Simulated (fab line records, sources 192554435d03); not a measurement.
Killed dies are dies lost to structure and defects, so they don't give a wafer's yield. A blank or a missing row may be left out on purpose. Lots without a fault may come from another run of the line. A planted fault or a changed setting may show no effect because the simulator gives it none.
Chamber matching | flow n5_finfet | N5_BEOL_M6_STRIP_19 on rie_diel-01: 4 sister chambers
The step strips in O2. 4 wafers are shown with their chamber, then 8 later ones without.

WAFERS WITH THEIR CHAMBER
wafer  | chamber | showerhead_plenum_p_Torr (Torr)
L082.5 | 1       | 2.11
L085.5 | 0       | 2.03
L085.6 | 3       | 2.04
L091.1 | 2       | 2.16

WAFERS WITHOUT THEIR CHAMBER
wafer  | showerhead_plenum_p_Torr (Torr)
L091.4 | 2.03
L091.5 | 2.10
L092.1 | 2.03
L092.4 | 2.10
L092.5 | 2.16
L095.3 | 2.03
L095.5 | 2.16
L095.6 | 2.10

WHICH CHAMBER EACH WENT THROUGH
wafer  | from the rows above     | in truth
L091.4 | can't be placed: 0 or 3 | 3
L091.5 | 1                       | 1
L092.1 | can't be placed: 0 or 3 | 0
L092.4 | 1                       | 1
L092.5 | 2                       | 2
L095.3 | can't be placed: 0 or 3 | 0
L095.5 | 2                       | 2
L095.6 | 1                       | 1
Placed correctly: 5 of 8. Can't be placed from these rows: 3 (the true chamber is among the candidates in 3). Placed wrongly: 0.
How it was worked out, from the rows above alone: a wafer's distance from a chamber is the root of the sum, over the readings, of the square of ((its reading less the chamber's mean) divided by the reading's scatter). The wafer belongs to the nearest chamber; if the next one is less than 2 further off, it can't be placed. A chamber's mean is the mean of its shown wafers. The scatter: with one shown wafer a chamber, the root of the mean of the squares of how far each hidden wafer lies from its nearest shown one.
